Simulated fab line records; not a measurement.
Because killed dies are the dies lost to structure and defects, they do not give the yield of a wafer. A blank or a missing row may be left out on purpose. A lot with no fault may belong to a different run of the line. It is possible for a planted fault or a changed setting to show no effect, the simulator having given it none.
Which tool did it? ; flow n5-finfet ; 8 lots with 24 wafers sampled at 4 steps, on a route of 1938 steps

## WHAT EACH GAUGE READ, for each wafer
N5_SD_EPI_N_CD_MEAS_09 targets a cd of 120 nm.
lot;measured;on;cd-nm (nm)
L763;day 3 08:36;cd-sem-01;121.0 119.5 120.1
L765;day 3 19:12;cd-sem-03;119.1 119.3 118.6
L771;day 5 08:02;cd-sem-02;124.7 124.4 124.5
L772;day 5 16:32;cd-sem-01;123.5 123.2 122.9
L775;day 6 05:28;cd-sem-03;120.3 120.6 120.6
L777;day 6 18:59;cd-sem-03;120.8 120.9 120.5
L784;day 8 14:35;cd-sem-02;119.5 120.1 120.2
L785;day 8 17:29;cd-sem-03;119.7 119.1 119.9

## WHICH TOOL RAN EACH LOT (tool, then ch and the chambers of the sampled wafers, then the start)
lot;N5_DUMMY_GATE_STRIP_41;N5_DUMMY_GATE_HM_OPEN_21;N5_SD_EPI_N_EXPOSE_06
L763;rie-diel-04 ch 0,1,2, day 3 07:01;rie-diel-04 ch 0,1,2, day 3 07:04;arfi-scanner-02 ch 0, day 3 08:28
L765;rie-diel-04 ch 0,2, day 3 17:31;rie-diel-04 ch 0,2, day 3 17:34;arfi-scanner-01 ch 0, day 3 19:05
L771;rie-diel-06 ch 0,3, day 5 06:16;rie-diel-06 ch 0,3, day 5 06:19;arfi-scanner-03 ch 0, day 5 07:55
L772;rie-diel-05 ch 0,2,3, day 5 13:53;rie-diel-05 ch 0,2,3, day 5 13:55;arfi-scanner-03 ch 0, day 5 16:25
L775;rie-diel-04 ch 0,1,2, day 6 03:46;rie-diel-04 ch 0,1,2, day 6 03:48;arfi-scanner-02 ch 0, day 6 05:20
L777;rie-diel-05 ch 0,1, day 6 17:16;rie-diel-05 ch 0,1, day 6 17:18;arfi-scanner-01 ch 0, day 6 18:52
L784;rie-diel-06 ch 0,3, day 8 10:46;rie-diel-06 ch 0,3, day 8 10:49;arfi-scanner-01 ch 0, day 8 14:28
L785;rie-diel-05 ch 0,2, day 8 15:25;rie-diel-05 ch 0,2, day 8 15:27;arfi-scanner-02 ch 0, day 8 17:22
- N5_DUMMY_GATE_STRIP_41: strips in O2.
- N5_DUMMY_GATE_HM_OPEN_21: chemistry CH3F/O2, target SiNx, target depth 120 nm, time 171.4 s.
- N5_SD_EPI_N_EXPOSE_06: exposes mask SD N BLK, target cd 120 nm.

## THE ANSWER, worked out from the rows above alone
Rule: the usual values come from the lots themselves. Put in order of their means at a reading, lots are off if they are a third of the lots or fewer, leave a main group of 4 or more, and stand apart from it by a gap of 3 or more times the standard deviation of the main group's means; of several such gaps the widest counts. The tables above print the reading to a certain number of digits; a main group whose means all agree to those digits is not used. Also off: a lot with no number at a reading for which 4 or more lots have one. Where the step has rows for the other lots, those lots are counted as sound.
Off: L771, L772 (N5_SD_EPI_N_CD_MEAS_09, cd-nm). For the main group the mean is 120.0 nm and the standard deviation 0.58.
A tool fits if, at a process step before that reading, it ran every lot that is off, and no sound lot after the first of them. The gauges at N5_SD_EPI_N_CD_MEAS_09 are tried like those tools. One fits: arfi-scanner-03 at N5_SD_EPI_N_EXPOSE_06. It ran no sound lot before its first lot that is off in this sample, so the start can't be narrowed down.

## WHAT THE SIMULATOR HAD INSERTED
Drift in process parameters on arfi-scanner-03 at N5_SD_EPI_N_EXPOSE_06, starting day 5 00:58. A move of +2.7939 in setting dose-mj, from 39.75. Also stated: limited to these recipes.
Lots struck among those shown: L771, L772. Same finding as the rule above.
